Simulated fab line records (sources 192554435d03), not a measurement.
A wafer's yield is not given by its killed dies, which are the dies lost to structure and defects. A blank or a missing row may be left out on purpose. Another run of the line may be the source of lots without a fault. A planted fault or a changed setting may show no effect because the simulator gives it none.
Check of tool commonality :: flow n5-finfet :: 9 lots and 27 wafers in the sample

## REASON FOR OPENING
Flagged at N5_FIN_SAQP_OCD_MEAS_76: reading trench-depth-nm, on 2 of 9 lots. No-fault wafers: 119.6 nm, standard deviation 1.3.
Rule: flag the lot when none of its wafers has a number, or when each of its wafers that has one lies beyond 4 standard deviations from that mean. The other lots count as sound.

lot: L644
measured: day 2 02:14
on: ocd-01
trench-depth-nm (nm), wafer by wafer: 119.8 119.3 118.7
flag: 

lot: L645
measured: day 2 08:01
on: ocd-02
trench-depth-nm (nm), wafer by wafer: 119.0 120.6 119.3
flag: 

lot: L648
measured: day 3 03:13
on: ocd-02
trench-depth-nm (nm), wafer by wafer: 118.4 118.8 119.4
flag: 

lot: L651
measured: day 4 03:24
on: ocd-02
trench-depth-nm (nm), wafer by wafer: 117.9 118.4 119.1
flag: 

lot: L659
measured: day 5 19:44
on: ocd-02
trench-depth-nm (nm), wafer by wafer: 103.7 105.5 103.5
flag: FLAGGED

lot: L660
measured: day 6 04:18
on: ocd-01
trench-depth-nm (nm), wafer by wafer: 105.4 104.4 104.0
flag: FLAGGED

lot: L663
measured: day 6 22:44
on: ocd-02
trench-depth-nm (nm), wafer by wafer: 119.6 119.9 120.0
flag: 

lot: L665
measured: day 7 08:25
on: ocd-02
trench-depth-nm (nm), wafer by wafer: 119.7 121.3 120.6
flag: 

lot: L666
measured: day 7 15:20
on: ocd-01
trench-depth-nm (nm), wafer by wafer: 119.0 119.7 122.4
flag: 
Average over the flagged lots: 104.4 nm; offset from the usual -15.2 nm, equal to -12 standard deviations.

## WHICH TOOL EACH LOT WENT THROUGH
4 process steps preceding the reading are held in the record, out of 1938 steps in the route. Every cell lists first the tool, next ch and the chambers used by the sampled wafers, and last the start.
lot: L644
flag: 
N5_FIN_SAQP_RECESS_63: vapor-etch-02 ch 0,1, day 2 00:11
N5_FIN_SAQP_HM_CD_35: cd-sem-02, day 2 01:55
N5_FIN_SAQP_ETCH_64: rie-si-06 ch 1,2, day 2 01:58
N5_FIN_SAQP_FIN_ETCH_36: rie-si-06 ch 1,2, day 2 01:59

lot: L645
flag: 
N5_FIN_SAQP_RECESS_63: vapor-etch-01 ch 0,1, day 2 06:07
N5_FIN_SAQP_HM_CD_35: cd-sem-03, day 2 07:42
N5_FIN_SAQP_ETCH_64: rie-si-06 ch 2,3, day 2 07:44
N5_FIN_SAQP_FIN_ETCH_36: rie-si-06 ch 2,3, day 2 07:46

lot: L648
flag: 
N5_FIN_SAQP_RECESS_63: vapor-etch-01 ch 0,1, day 3 01:23
N5_FIN_SAQP_HM_CD_35: cd-sem-01, day 3 02:56
N5_FIN_SAQP_ETCH_64: rie-si-04 ch 0,3, day 3 02:58
N5_FIN_SAQP_FIN_ETCH_36: rie-si-04 ch 0,3, day 3 02:59

lot: L651
flag: 
N5_FIN_SAQP_RECESS_63: vapor-etch-02 ch 0,1, day 4 00:51
N5_FIN_SAQP_HM_CD_35: cd-sem-01, day 4 03:07
N5_FIN_SAQP_ETCH_64: rie-si-04 ch 2,3, day 4 03:10
N5_FIN_SAQP_FIN_ETCH_36: rie-si-04 ch 2,3, day 4 03:11

lot: L659
flag: FLAGGED
N5_FIN_SAQP_RECESS_63: vapor-etch-02 ch 0,1, day 5 17:53
N5_FIN_SAQP_HM_CD_35: cd-sem-03, day 5 19:26
N5_FIN_SAQP_ETCH_64: rie-si-04 ch 1,3, day 5 19:29
N5_FIN_SAQP_FIN_ETCH_36: rie-si-04 ch 1,3, day 5 19:30

lot: L660
flag: FLAGGED
N5_FIN_SAQP_RECESS_63: vapor-etch-01 ch 0,1, day 6 01:26
N5_FIN_SAQP_HM_CD_35: cd-sem-01, day 6 04:01
N5_FIN_SAQP_ETCH_64: rie-si-04 ch 0,3, day 6 04:04
N5_FIN_SAQP_FIN_ETCH_36: rie-si-04 ch 0,3, day 6 04:05

lot: L663
flag: 
N5_FIN_SAQP_RECESS_63: vapor-etch-01 ch 0,1, day 6 20:55
N5_FIN_SAQP_HM_CD_35: cd-sem-02, day 6 22:27
N5_FIN_SAQP_ETCH_64: rie-si-05 ch 0,1,2, day 6 22:30
N5_FIN_SAQP_FIN_ETCH_36: rie-si-05 ch 0,1,2, day 6 22:31

lot: L665
flag: 
N5_FIN_SAQP_RECESS_63: vapor-etch-01 ch 0,1, day 7 06:31
N5_FIN_SAQP_HM_CD_35: cd-sem-02, day 7 08:07
N5_FIN_SAQP_ETCH_64: rie-si-06 ch 0,1,2, day 7 08:10
N5_FIN_SAQP_FIN_ETCH_36: rie-si-06 ch 0,1,2, day 7 08:11

lot: L666
flag: 
N5_FIN_SAQP_RECESS_63: vapor-etch-02 ch 0,1, day 7 13:26
N5_FIN_SAQP_HM_CD_35: cd-sem-02, day 7 15:02
N5_FIN_SAQP_ETCH_64: rie-si-05 ch 0,1,3, day 7 15:05
N5_FIN_SAQP_FIN_ETCH_36: rie-si-05 ch 0,1,3, day 7 15:07
What these steps do:
- N5_FIN_SAQP_RECESS_63: chemistry HF/NH3, target SiO2, target depth 18 nm, afs cycles 3, sublimation time 60 s.
- N5_FIN_SAQP_HM_CD_35: target cd 8 nm.
- N5_FIN_SAQP_ETCH_64: etches SiO2 in CF4, target depth 1.5 nm.
- N5_FIN_SAQP_FIN_ETCH_36: etches the open film in HBr/Cl2/O2, target depth 120 nm, time 50.4 s.
- N5_FIN_SAQP_OCD_MEAS_76

## FLAGGED OVER TOTAL, TOOL BY TOOL (the gauges that took the reading come last)
step: N5_FIN_SAQP_RECESS_63
tool: vapor-etch-01
lots run: 5
flagged: 1
share of the flagged lots: some
sound lots run after its first flagged lot: 2 (L663,L665)

step: N5_FIN_SAQP_RECESS_63
tool: vapor-etch-02
lots run: 4
flagged: 1
share of the flagged lots: some
sound lots run after its first flagged lot: 1 (L666)

step: N5_FIN_SAQP_HM_CD_35
tool: cd-sem-01
lots run: 3
flagged: 1
share of the flagged lots: some
sound lots run after its first flagged lot: 0

step: N5_FIN_SAQP_HM_CD_35
tool: cd-sem-02
lots run: 4
flagged: 0
share of the flagged lots: none
sound lots run after its first flagged lot: -

step: N5_FIN_SAQP_HM_CD_35
tool: cd-sem-03
lots run: 2
flagged: 1
share of the flagged lots: some
sound lots run after its first flagged lot: 0

step: N5_FIN_SAQP_ETCH_64
tool: rie-si-04
lots run: 4
flagged: 2
share of the flagged lots: all
sound lots run after its first flagged lot: 0

step: N5_FIN_SAQP_ETCH_64
tool: rie-si-05
lots run: 2
flagged: 0
share of the flagged lots: none
sound lots run after its first flagged lot: -

step: N5_FIN_SAQP_ETCH_64
tool: rie-si-06
lots run: 3
flagged: 0
share of the flagged lots: none
sound lots run after its first flagged lot: -

step: N5_FIN_SAQP_FIN_ETCH_36
tool: rie-si-04
lots run: 4
flagged: 2
share of the flagged lots: all
sound lots run after its first flagged lot: 0

step: N5_FIN_SAQP_FIN_ETCH_36
tool: rie-si-05
lots run: 2
flagged: 0
share of the flagged lots: none
sound lots run after its first flagged lot: -

step: N5_FIN_SAQP_FIN_ETCH_36
tool: rie-si-06
lots run: 3
flagged: 0
share of the flagged lots: none
sound lots run after its first flagged lot: -

step: N5_FIN_SAQP_OCD_MEAS_76
tool: ocd-01
lots run: 3
flagged: 1
share of the flagged lots: some
sound lots run after its first flagged lot: 1 (L666)

step: N5_FIN_SAQP_OCD_MEAS_76
tool: ocd-02
lots run: 6
flagged: 1
share of the flagged lots: some
sound lots run after its first flagged lot: 2 (L663,L665)

## THE TABLE: WHAT IT ALLOWS
2 rows of the table ran every flagged lot: rie-si-04 at N5_FIN_SAQP_ETCH_64, rie-si-04 at N5_FIN_SAQP_FIN_ETCH_36.
- rie-si-04 at N5_FIN_SAQP_ETCH_64 ran 4 lots, 2 of them flagged. Its last sound lot is L651 (day 4 03:10), its first flagged lot L659 (day 5 19:29): a fault that began between those two fits.
- rie-si-04 at N5_FIN_SAQP_FIN_ETCH_36 ran 4 lots, 2 of them flagged. Its last sound lot is L651 (day 4 03:11), its first flagged lot L659 (day 5 19:30): a fault that began between those two fits. Its own readings (oes_o_777_au, rf-fwd-power-W) fall more than 4 standard deviations out on all wafers of the flagged lots.
Left over: one tool, rie-si-04 at N5_FIN_SAQP_ETCH_64 and N5_FIN_SAQP_FIN_ETCH_36.

## WHAT THE SIMULATOR HAD PUT IN
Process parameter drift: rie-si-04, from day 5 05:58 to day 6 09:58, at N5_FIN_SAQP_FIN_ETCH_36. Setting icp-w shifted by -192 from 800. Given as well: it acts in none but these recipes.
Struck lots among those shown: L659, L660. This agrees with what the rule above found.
